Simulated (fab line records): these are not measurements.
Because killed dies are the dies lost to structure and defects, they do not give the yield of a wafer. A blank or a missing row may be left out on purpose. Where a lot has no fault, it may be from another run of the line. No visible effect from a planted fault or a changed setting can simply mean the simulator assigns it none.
Chamber matching | flow nand-harc | NHARC_THIN_TSV_DEP_47 on pecvd-02 has 3 sister chambers
The step deposits SiO2, target thk 200 nm. 6 wafers are shown with their chamber, then 8 later ones without.

## WAFERS, EACH WITH ITS CHAMBER
wafer  | chamber | throttle-valve-pct (%)
L102.2 | 0       | 15.4
L102.5 | 1       | 15.9
L105.2 | 2       | 16.8
L105.4 | 0       | 15.3
L105.5 | 2       | 16.3
L106.1 | 1       | 16.4

## WAFERS MISSING THEIR CHAMBER
wafer  | throttle-valve-pct (%)
L106.3 | 15.4
L106.4 | 16.3
L112.4 | 16.1
L112.5 | 15.4
L112.6 | 16.8
L119.2 | 15.5
L119.3 | 16.8
L119.4 | 16.4

## EACH ONE'S CHAMBER
wafer  | from the rows above     | in truth
L106.3 | 0                       | 0
L106.4 | can't be placed: 1 or 2 | 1
L112.4 | can't be placed: 1 or 2 | 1
L112.5 | 0                       | 0
L112.6 | can't be placed: 2 or 1 | 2
L119.2 | can't be placed: 0 or 1 | 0
L119.3 | can't be placed: 2 or 1 | 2
L119.4 | can't be placed: 2 or 1 | 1
Correct placement for 2 of the 8. These rows do not allow placing 6 (true chamber among the candidates in 6). Placed wrongly: 0.
How it was worked out, from the rows above alone: a wafer's distance from a chamber is the root of the sum, over the readings, of the square of ((its reading less the chamber's mean) divided by the reading's scatter). The wafer belongs to the nearest chamber; if the next one is less than 2 further off, it can't be placed. A chamber's mean is the mean of its shown wafers. The scatter: take each reading less its chamber's mean, square it, sum over the shown wafers, divide by the number of wafers less the number of chambers, and take the root.
